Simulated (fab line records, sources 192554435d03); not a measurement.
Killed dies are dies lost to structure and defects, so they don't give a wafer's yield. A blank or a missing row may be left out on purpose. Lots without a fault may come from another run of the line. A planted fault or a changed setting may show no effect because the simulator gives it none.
fab line records | flow n5_finfet
record lots=5 wafers=14 last_day=17
route steps=1938 shown SD_EPI_P@302 SD_ACTIVATION@330 ILD0@335 BEOL_M4@1111 PASSIVATION@1936
lots that met no fault: from a run of the same line without faults
start_h: hours from the record's first day to the start of the lot's first wafer shown | wait_h: hours since the lot's step before | " the same as in the row above | L1.1+2: a row that stands for several wafers | - no value, or no start given | * or withheld: withheld | < > ~ a bound
route shown NAME@n: a module of which the file shows steps, and the number in the route of the first | usual: mean/standard deviation of fault-free wafers | same: alike in all rows | chamber/n: place in a boat | sites: the reading at each site | _std_site: their standard deviation | _edge_site: outer sites' mean less inner sites' | radius_mm: how far each site lies from the wafer's centre | mask NAME#n: copy n | behind: the tool/chamber that last shaped the wafer | hold: why the lot was held/for how many hours/how that ended | device: the transistor (n, p or np) that didn't switch | end of line: the same wafers' tests at the end of the route | a step without rows: its recipe alone | killed: dies lost to structure and defects at the first sort, not the wafer's yield | map: a wafer's dies, x killed, . not, _ none there
set.NAME: the setting as run; set.NAME@STEP: as run at that earlier step | model.NAME: the simulator's own value behind a step, which no gauge read
lots at some steps of the route; a table a step, a row a wafer
services: from which hour (start_h, from the record's first day; less than 0 if before it) a tool's chamber was out of use, for how many hours, and why
## steps
# step N5_SD_EPI_P_DEVELOP_08
# recipe develop_time_s=30 developer=TMAH resist=CAR-ArF-block dev_temp_c=23 rinse_liquid=diw dry=air_spin
# step N5_SD_EPI_P_DESCUM_14
# recipe chemistry=O2 time_s=7.9 source_power_w=50 bias_power_w=20 pressure_mtorr=20 rf_frequency_hz=2.712e+07 temp_c=40 resist=CAR-ArF-block o2_flow_sccm=225
# step N5_SD_EPI_P_ETCH_36
# recipe chemistry=CF4 target=SiARC target_depth_a=455 mask_material=CAR-ArF-block time_s=75.8 ion_energy_ev=80 pressure_mtorr=40 source_w=545 bias_w=36 Ar_flow_sccm=100 cf4_flow_sccm=100 ends=cleared
# step N5_SD_EPI_P_ETCH_37
# recipe chemistry=N2/H2 target=SOC overetch_a=1080 mask_material=SiARC temp_c=40 ion_energy_ev=100 source_w=3000 bias_w=133 pressure_mtorr=20 time_s=486 n2_flow_sccm=200 h2_flow_sccm=200 ends=end_point
# step N5_SD_EPI_P_STRIP_38
# recipe chemistry=N2/H2 temp_c=40 n2_flow_sccm=200 h2_flow_sccm=200 rf_frequency_hz=6e+07
# step N5_SD_EPI_P_ETCHBACK_46
# recipe chemistry=CH3F/O2 mode=anisotropic_etchback target=SiNx target_depth_a=175 stop_on=SiO2 over_etch_frac=0.3 ion_energy_ev=120 pressure_mtorr=30 source_w=395 bias_w=73 Ar_flow_sccm=150 CH3F_flow_sccm=30 O2_flow_sccm=20
# step N5_SD_EPI_P_ETCH_47
# recipe chemistry=CH3F/O2 target=SiOCN target_depth_a=250 mask_material=SOC ion_energy_ev=60 bias_w=29 pressure_mtorr=30 source_w=410 Ar_flow_sccm=150 CH3F_flow_sccm=30 O2_flow_sccm=20
# step N5_SD_EPI_P_ETCH_16
# recipe chemistry=CHF3/O2 target=SiO2 target_depth_a=50 mask_material=SOC pressure_mtorr=30 source_w=650 bias_w=170 Ar_flow_sccm=200 CHF3_flow_sccm=50 O2_flow_sccm=5 ion_energy_ev=200
# step N5_SD_EPI_P_STRIP_50
# recipe chemistry=CHF3/O2 resist=SiARC rf_frequency_hz=6e+07
# step N5_SD_EPI_P_SD_RECESS_17
# recipe chemistry=HBr/Cl2/O2 target_depth_a=391 bt_time_s=3 pressure_mtorr=10 icp_w=800 bias_w=112 HBr_flow_sccm=150 Cl2_flow_sccm=80 O2_flow_sccm=12
# usual O2_flow_sccm=11.99/0.031 bias_w=112.0/0.34 drypump_motor_current_A=5.7/0.39 oes_product_au=0.991/0.014 throttle_valve_pct=37.05/0.29
# columns lot.wafer tool chamber start_h wait_h O2_flow_sccm bias_w drypump_motor_current_A oes_product_au rf_hours_counter_h throttle_valve_pct model.etch.depth_nm model.SD_EPI_P.feature_depth_nm
L362.1 rie_si-01 2 72.19 0.0 11.97 112.1 6.3 0.978 200 37.14 38.65 38.6
L362.3 " 0 " " 11.95 112.1 5.0 0.985 194 37.09 29.73 29.8
L362.6 " 3 " " 11.96 111.8 5.9 0.961 - 36.68 38.49 38.4
L363.1 rie_si-01 1 77.66 0.0 12.00 111.8 5.1 0.987 126 37.13 39.1 39.2
L363.2 " 0 " " 11.93 112.5 5.0 1.001 194 37.10 30.4 30.4
L363.6 " 3 " " 11.96 112.6 5.9 0.978 - 36.67 39.47 39.4
L367.2 rie_si-01 2 104.43 0.0 12.01 111.4 6.3 1.000 0 37.18 29.56 29.6
L367.4 " 0 " " 11.99 111.4 4.9 0.997 194 37.09 40.09 40
L372.1 rie_si-06 2 135.98 0.0 12.00 112.4 5.7 0.991 11 36.56 38.87 38.8
L372.2 " 0 " " 12.04 112.3 6.3 1.016 6 37.25 38.77 38.8
L372.5 " 2 " " 12.00 112.4 5.7 0.979 - 36.55 38.8 38.8
L382.1 rie_si-01 1 197.06 0.0 11.97 111.6 5.2 0.990 128 37.14 38.35 38.4
L382.4 " 3 " " 11.98 111.9 5.9 1.009 1 36.93 38.64 38.6
L382.6 " 3 " " 12.01 111.9 5.9 1.009 - 36.95 38.39 38.4
# step N5_SD_EPI_P_WET_ETCH_45
# recipe chemistry=dHF dilution=withheld time_s=10.7 target=SiO2 target_depth_a=20 temp_c=25 dry=ipa_marangoni rinse_time_s=30 rinse_temp_c=23
# step N5_SD_EPI_P_STRIP_40
# recipe chemistry=N2/H2 power_w=1000 temp_c=250 h2_frac=0.65 overash_fraction=0.3 pressure_mtorr=withheld n2_flow_sccm=1750 h2_flow_sccm=3250
# step N5_SD_EPI_P_PRECLEAN_52
# recipe chemistry=O3/DIW time_s=60 temp_c=22 o3_ppm=10
# step N5_SD_EPI_P_SRD_20
# recipe dry=ipa_marangoni do_ppb=5 time_s=30 temp_c=23 rinse_liquid=diw
# step N5_SD_EPI_P_PRECLEAN_51
# recipe chemistry=NF3:NH3 afs_cycles=1 temp_c=30 time_s=20 sublimation_temp_c=180 sublimation_time_s=60 pressure_torr=3 rf_power_w=30
# step N5_SD_EPI_P_VAPOR_ETCH_44
# recipe chemistry=NF3/Ar target=SiGe30 temp_c=25 time_s=3.3 mode=isotropic
# step N5_SD_EPI_P_EPI_21
# recipe material=SiGe:B dopant=B temp_c=550 pressure_torr=20 ambient=H2 time_s=355
# step N5_SD_EPI_P_HM_STRIP_48
# recipe chemistry=H3PO4 temp_c=160 material=SiNx target=SiNx target_depth_a=30 overetch_fraction=0.3
# step N5_SD_EPI_P_SRD_49
# recipe dry=ipa_marangoni time_s=30 temp_c=23 rinse_liquid=diw
# step N5_SD_EPI_P_PRECLEAN_24
# recipe chemistry=O3/DIW time_s=45 temp_c=22 o3_ppm=10
# step N5_SD_EPI_P_PRECLEAN_32
# recipe chemistry=dHF time_s=10 dilution=500:1 temp_c=25
# step N5_SD_EPI_P_PRECLEAN_33
# recipe chemistry=SC2 time_s=45 temp_c=35 mix=1:1:50
# step N5_SD_EPI_P_SRD_25
# recipe time_s=30 temp_c=23 rinse_liquid=diw dry=ipa_marangoni
# step N5_SD_ACTIVATION_RTA_00
# recipe temp_c=975 time_s=0 ambient=N2 idle_temp_c=600 ramp_up_c_per_s=150 ramp_down_c_per_s=60 cool_to_c=600
# step N5_SD_ACTIVATION_LSA_01
# recipe temp_c=1080 time_s=0.0008 ambient=N2
# step N5_ILD0_LINER_00
# recipe material=SiNx target_thk_a=40 temp_c=400 ald_precursor_family=SiH2I2 ald_co_reactant=N2/H2-plasma pulse_time_s=1 purge_time_s=2 co_reactant_purge_time_s=2 ald_cycles=80 pressure_torr=2
# step N5_ILD0_FCVD_FILL_01
# recipe material=SiO2_flowable target_thk_a=2000 temp_c=100 pressure_torr=0.8 rf_w=2000 time_s=328.3
# step N5_ILD0_CURE_02
# recipe temp_c=450 time_s=1800 ambient=steam idle_temp_c=400 ramp_up_c_per_min=5 ramp_down_c_per_min=3 densification_p_h2o_torr=640
# step N5_ILD0_CMP_03
# recipe stop_on=SiNx t_overpolish_s=1.9 post_cmp_clean=alkaline_brush down_force_psi=4.1491 platen_rpm=51.796 pad_velocity_m_s=1.0306 target_thk_nm=197.38
# step N5_ILD0_CMP_07
# recipe stop_on=poly-Si material=SiO2_flowable t_overpolish_s=1.18 post_cmp_clean=alkaline_brush down_force_psi=4.1491 platen_rpm=51.796 pad_velocity_m_s=1.0306 target_thk_nm=138.88
# step N5_ILD0_PRECLEAN_10
# recipe chemistry=NF3:NH3 afs_cycles=5 time_s=20 temp_c=30 sublimation_temp_c=180 sublimation_time_s=60 pressure_torr=3 rf_power_w=30
# step N5_ILD0_ALD_15
# recipe material=SiNx target_thk_a=240 temp_c=400 ald_precursor_family=SiH2I2 ald_co_reactant=N2/H2-plasma pulse_time_s=1 ald_cycles=480 purge_time_s=2 co_reactant_purge_time_s=2 pressure_torr=2
# step N5_BEOL_M4_RC_MEAS_101
# usual CJ_P=5.81/0.17 DIBL_N=36.3/1.2 DIBL_P=36.1/1.6 IOFF_N=0.161/0.023 IOFF_P=0.209/0.027 IOFF_P_LONG=0.000107/9e-06 ION_N=676/8.9 ION_P=462/5.3 REXT_P=101.1/2.4 SS_N=71.5/0.51 SS_P=73.2/0.5 VT_N=249.1/2.5 VT_P=-249.9/2.8 VT_P_LVT=-99.0/2.4
# columns lot.wafer tool chamber start_h wait_h CJ_P DIBL_N[mV/V] DIBL_P[mV/V] IOFF_N[nA/um] IOFF_P[nA/um] IOFF_P_LONG[nA/um] ION_N[uA/um] ION_P[uA/um] REXT_P[ohm.um] SS_N[mV/dec] SS_P[mV/dec] VT_N[mV] VT_P[mV] VT_P_LVT[mV]
L362.1 prober-02 0 182.03 0.0 5.77 35.4 34.6 0.138 0.187 0.000104 670 460 98.4 71.3 72.8 252.4 -251.8 -99.2
L362.3 " 0 " " 3.68 34.7 31.8 0.127 0.127 8.5e-05 667 409 106.7 71.2 71.9 254.7 -258.3 -106.9
L362.6 " 0 " " 5.88 35.0 34.1 0.129 0.174 0.000104 673 462 98.6 70.6 72.8 253.5 -251.3 -100.4
L363.1 prober-02 0 185.10 0.0 6.11 36.4 35.7 0.148 0.185 0.000101 678 458 103.0 70.9 73.4 247.4 -254.7 -100.3
L363.2 " 0 " " 4.03 34.8 31.3 0.115 0.109 7.8e-05 662 410 112.3 70.6 71.6 253.5 -263.1 -110.4
L363.6 " 0 " " 6.07 35.2 34.1 0.125 0.163 9.7e-05 663 454 103.0 70.7 72.9 253.1 -254.3 -101.6
L367.2 prober-02 0 206.46 0.2 3.72 35.5 31.1 0.138 0.130 8.4e-05 666 411 110.1 71.2 71.9 250.0 -259.0 -105.8
L367.4 " 0 " " 6.09 36.5 34.4 0.153 0.210 0.000109 681 469 97.2 71.2 73.0 248.6 -248.4 -96.4
L372.1 prober-02 0 241.40 0.0 5.94 36.4 35.1 0.152 0.194 0.000108 655 455 104.7 72.1 72.9 251.2 -248.7 -99.3
L372.2 " 0 " " 5.87 35.6 34.5 0.137 0.185 0.000107 660 454 103.2 71.6 72.6 250.5 -252.4 -100.1
L372.5 " 0 " " 6.05 37.2 36.1 0.157 0.204 0.000109 668 459 104.3 72.2 73.9 253.0 -250.1 -99.2
L382.1 prober-01 0 310.21 0.0 5.77 34.6 33.6 0.125 0.169 0.000105 669 460 103.3 71.2 73.0 252.8 -252.1 -102.1
L382.4 " 0 " " 5.83 35.6 34.4 0.136 0.179 0.000106 672 460 102.9 71.8 73.0 252.2 -250.3 -102.1
L382.6 " 0 " " 5.79 36.8 36.1 0.154 0.201 0.000106 677 459 102.7 71.5 73.3 249.4 -251.0 -101.4
# step N5_PASSIVATION_PROBE_49
# usual defect_limited_yield=91.3/1.5 killed_at_M0_to_M3=35/10 killed_at_M4_up=13/5.3 killed_at_contacts=12/5.7 killed_at_front_end=39/11 killed_at_other=3.3/2.7 killed_dies=102/18 killed_open=67/13 killed_short=34/7.8 sort_bin_5_function=5.1/1 sort_bin_6_memory=3.3/0.68 sort_bin_8_speed=0/0 sort_n_pass=1078/18 sort_yield_pct=91.3/1.5
# same gross_dies=1180 killed_at_back_side=0 sort_bin_4_leakage[%]=0
# columns lot.wafer tool chamber start_h wait_h defect_limited_yield[%] killed_at_M0_to_M3 killed_at_M4_up killed_at_contacts killed_at_front_end killed_at_other killed_dies killed_open killed_short sort_bin_5_function[%] sort_bin_6_memory[%] sort_bin_8_speed[%] sort_n_pass sort_yield_pct[%]
L363.1 prober-02 - 277.17 0.0 93.2 19 16 5 39 1 80 58 21 4.7 1.9 0 1100 93.2
L363.2 prober-02 - 277.22 0.1 93.7 26 12 8 26 2 74 47 27 4.2 1.9 93.56 2 0.2
L363.6 prober-02 - 277.42 0.3 94.4 18 11 10 26 1 66 42 24 3.1 2.5 0 1114 94.4
L362.3 prober-02 - 278.45 0.1 90.6 44 24 9 29 5 111 76 33 5.5 3.5 90.42 2 0.2
L367.2 prober-01 - 307.04 0.1 88.8 52 12 5 53 10 132 81 49 6.4 4.5 88.73 1 0.1
L367.4 prober-01 - 307.14 0.2 91.6 31 14 6 47 1 99 64 34 5.0 3.2 0 1081 91.6
L372.1 prober-02 - 341.64 0.7 90.8 38 15 22 32 1 108 76 30 5.8 3.1 0 1072 90.8
# killed by level:class
L363.1 FIN_SAQP:geometric_particle:open=12 STI_FIN_REVEAL:geometric_particle:open=5 DUMMY_GATE:geometric_particle:open=5 MOL_CONTACT_COAG:geometric_particle:open=4 BEOL_M0_SAQP:geometric_particle:open=4 BEOL_M0_SAQP:geometric_particle:short=4 STARTING-WAFER:geometric_particle:open=4 FIN_SAQP:geometric_particle:short=3
L363.2 BEOL_M2:geometric_particle:open=10 DUMMY_GATE:geometric_particle:open=5 MOL_CONTACT_COAG:geometric_particle:open=5 BEOL_M2:geometric_particle:short=5 BEOL_M1:geometric_particle:open=4 BEOL_M4:geometric_particle:open=4 STARTING-WAFER:geometric_particle:open=4 FIN_SAQP:geometric_particle:open=3
L363.6 MOL_CONTACT_COAG:geometric_particle:open=6 BEOL_M2:geometric_particle:open=5 FIN_SAQP:geometric_particle:short=4 MOL_CONTACT_COAG:geometric_particle:short=4 FIN_SAQP:geometric_particle:open=3 BEOL_M0_SAQP:geometric_particle:short=3 BEOL_M0_SAQP:geometric_particle:open=3 BEOL_M3:geometric_particle:open=3
L362.3 BEOL_M2:geometric_particle:open=12 BEOL_M0_SAQP:geometric_particle:short=10 BEOL_M4:geometric_particle:open=9 MOL_CONTACT_COAG:geometric_particle:open=8 STI_FIN_REVEAL:geometric_particle:open=6 BEOL_M3:geometric_particle:open=6 FIN_SAQP:geometric_particle:open=5 FIN_SAQP:geometric_particle:short=5
L367.2 BEOL_M2:geometric_particle:open=20 FIN_SAQP:geometric_particle:short=14 FIN_SAQP:geometric_particle:open=11 BEOL_M0_SAQP:geometric_particle:open=11 BEOL_M0_SAQP:geometric_particle:short=6 BEOL_M2:geometric_particle:short=6 BEOL_M4:geometric_particle:open=6 STARTING-WAFER:geometric_particle:open=5
L367.4 FIN_SAQP:geometric_particle:open=11 FIN_SAQP:geometric_particle:short=9 BEOL_M0_SAQP:geometric_particle:short=9 DUMMY_GATE:geometric_particle:open=8 BEOL_M1:geometric_particle:open=7 BEOL_M2:geometric_particle:open=6 BEOL_M4:geometric_particle:open=6 BEOL_M0_SAQP:geometric_particle:open=5
L372.1 MOL_CONTACT_COAG:geometric_particle:open=17 BEOL_M2:geometric_particle:open=11 STI_FIN_REVEAL:geometric_particle:open=10 FIN_SAQP:geometric_particle:open=6 BEOL_M4:geometric_particle:open=6 BEOL_M0_SAQP:geometric_particle:short=5 MOL_CONTACT_COAG:geometric_particle:short=5 BEOL_M3:geometric_particle:open=5
# map L362.1 (x killed, . not)
_________________..x...x.....________________
______________.....xx......x...._____________
___________....x...x...............__________
__________...x.......x.............._________
________x................xx......x...x_______
_______...........x.................x..______
______.................................x_____
_____..............x..x...x.x...x........____
____..................x.x.................___
___.........x..x.............x.......x..x..__
___.x..x......................x.....x.x....__
__...............................x.........x_
__x.x...........x..x......x................x_
_............x.......x..x..x.................
_............x.............x..x...x..........
_..............x..............x.......x......
_.................x..........................
_.....................xxx..................x.
_..x.................x...........x...........
_...x................x.....x.........x.....x.
_...x......x...................x.........xx..
__...........x.....x..................x....._
__.....x..............x....xx......x...xx..._
___..........x......x.xxx.............x.x..__
___..x...................x.x.x.........x...__
____........x.xxx.....x......x.......x....___
_____.......x..x.......x.............x...____
______.........x.x.x......x..x.....x...._____
_______...x.................x...x...xx.______
________...x......x.......x......x...._______
__________.x....................x.x._________
___________................x...x...__________
______________.................._____________
_________________x......x....________________
# map L363.1 (x killed, . not)
_________________...........x________________
______________........x........._____________
___________.......x..x.........x...__________
__________.........................._________
________...................xx........._______
_______................................______
______.......x....x................x...._____
_____............x.......................____
____..................x.x..........x......___
___x................x........x.............__
___.........x.................x.......x....__
__.......................x.....x............_
__........................x......x..x......._
_.....x.................x.......x..x.........
_.............x..x........................x..
_........xx......x.x.......x...............x.
_x.....x.........xx..........................
_..........x.x.............x..........x......
_........x........x........x......x.........x
_...........................x.......x....x.x.
_.......................x..........x.........
__.x...........xx.....................x...x._
__........x................................._
___........................................__
___...........x.......x....................__
____..........................x..x........___
_____....................................____
______.....x.x.x...x......x............._____
_______......x.........................______
________.............x................_______
__________.x..............x........._________
___________.........x.x............__________
______________...x.x............_____________
_________________............________________
## services
# columns tool chamber start_h hours kind
rie_si-01 1 60.09 4.1 repair
rie_si-01 2 81.04 - clean
rie_si-01 2 81.04 15.6 scheduled_down
rie_si-01 2 81.04 15.6 vent_cycle
rie_si-06 0 87.43 6.4 repair
rie_si-01 3 113.45 - clean
rie_si-01 3 113.45 - consumable_replace:esc
rie_si-01 3 113.45 22.4 scheduled_down
rie_si-01 3 113.45 22.4 vent_cycle
rie_si-01 2 139.12 2.8 repair
rie_si-01 0 155.05 - clean
rie_si-01 0 155.05 18.9 scheduled_down
rie_si-01 0 155.05 18.9 vent_cycle
rie_si-06 3 185.94 30.7 repair
## key
first_sign step=N5_BEOL_M4_RC_MEAS_101 reading=CJ_P direction=down sigmas=12 usual=5.81 struck=3.81
effect step=N5_BEOL_M4_RC_MEAS_101 reading=ION_P direction=down sigmas=9.9 usual=462 struck=410
effect step=N5_BEOL_M4_RC_MEAS_101 reading=VT_P_LVT direction=down sigmas=3.7 usual=-99.0 struck=-107.7
effect step=N5_BEOL_M4_RC_MEAS_101 reading=VT_P direction=down sigmas=3.6 usual=-249.9 struck=-260.1
effect step=N5_BEOL_M4_RC_MEAS_101 reading=REXT_P direction=up sigmas=3.6 usual=101.1 struck=109.7
effect step=N5_BEOL_M4_RC_MEAS_101 reading=IOFF_P_LONG direction=down sigmas=2.7 usual=0.000107 struck=8.2e-05
effect step=N5_PASSIVATION_PROBE_49 reading=sort_bin_8_speed direction=up sigmas=99+ usual=0 struck=90.90
model_effect step=N5_SD_EPI_P_SD_RECESS_17 value=etch.depth_nm without=39.61 struck=29.9
met_at N5_SD_EPI_P_SD_RECESS_17
struck_wafers L362.3,L363.2,L367.2
fault kind=process_parameter_drift tool=rie_si-01 chamber=- onset_h=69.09 steps=N5_SD_EPI_P_SD_RECESS_17 channel=target_depth_a offset=-95.858 shape=step end_h=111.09 scope=struck_wafers_only acts_in=these_recipes_only stated=391
